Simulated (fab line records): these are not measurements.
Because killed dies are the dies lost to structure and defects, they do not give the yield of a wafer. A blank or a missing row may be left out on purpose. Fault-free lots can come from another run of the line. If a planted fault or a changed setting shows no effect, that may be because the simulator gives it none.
8D (eight disciplines) problem report, filled in by code ; flow nand-harc ; the parts of the form that need people (team, actions taken, sign-off) are left out

## 1. PROBLEM STATEMENT
Wafers without a fault read 1003 nm, standard deviation 9.7; thk-nm at NHARC_A_ONON_D1_THK_MEAS_18 reads a mean of 1451 nm on 3 wafers belonging to 3 lots. That puts it +46 standard deviations away from the usual mean.
The step: measures by ellipsometry.
The first sign was on wafer L986.4 at day 10 17:14, on film-metro-01. The record holds 38 wafers of 13 lots with a number at this step. Rule for "out" (also "out of limits"): further than 4 standard deviations from the usual mean. The other wafers with a number count as sound.

## 2. WHAT IT IS AND WHAT IT IS NOT
question;is;is not
which readings at this step;thk-nm;-
which lots;L986, L987, L991;L976, L977, L978, L979, L984, L985, L993, L995, L996, L999
which wafers of those lots;L986.4, L987.4, L991.4;L986.1, L986.6, L987.2, L987.6, L991.3
read on which gauges;film-metro-01, film-metro-02;-
when;from day 10 17:14;"up to then (20 sound wafers); but 15 sound wafers of L987, L991, L993, L995, L996, L999 came after"

## 3. WHAT RULES OUT EACH SUSPECT
Counting: a tool at a process step up to the reading stays a suspect if it ran every lot that is out. Sound lots after the first of them don't rule it out here, since some wafers of a struck lot are sound.
- the gauge at NHARC_A_ONON_D1_THK_MEAS_18 is ruled out. Those wafers that are out were read across 2 gauges (film-metro-01, film-metro-02).
- pecvd-onon-02 at NHARC_A_ONON_D1_DEP_16 (target thk 1000 nm): kept. Ran every lot that is out, first one L986 (day 10 16:44); last sound lot up to then L985 (day 10 08:03).
After counting, what remains is pecvd-onon-02 at NHARC_A_ONON_D1_DEP_16.

## 4. THE CAUSE (what the simulator had put in)
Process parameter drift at NHARC_A_ONON_D1_DEP_16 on pecvd-onon-02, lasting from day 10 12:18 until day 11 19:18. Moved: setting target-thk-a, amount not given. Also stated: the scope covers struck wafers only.
The count eliminated every tool but this one.

## 5. THE CHAIN OF EFFECTS, in route order
Each row: a reading whose mean over the struck wafers that have a number lies more than 3 standard deviations from the usual. Scope: only readings with a usual standard deviation given in the record; hours: median across lots of the time from each lot's start at the first step in this table that gives one to its start at this step; sigmas: change in usual standard deviations.
hours;step;reading;usual;on struck wafers;change;sigmas
0;NHARC_A_ONON_D1_THK_MEAS_18;thk-nm;1003 nm;1451;+448;+46
278;NHARC_END_SORT_01;killed-at-array;31;673;+642;+53
278;NHARC_END_SORT_01;killed-dies;35;677;+642;+54

## 6. HOW IT WOULD HAVE BEEN CAUGHT EARLIER
In this record the first reading out of limits at a measuring or inspecting step was taken at day 10 17:14, 5 hours after the fault began at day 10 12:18.
L987, L991, from the lots that are out (3), started NHARC_A_ONON_D1_DEP_16 on pecvd-onon-02 later than day 10 17:14. A hold on the tool at that time would have spared those 2.
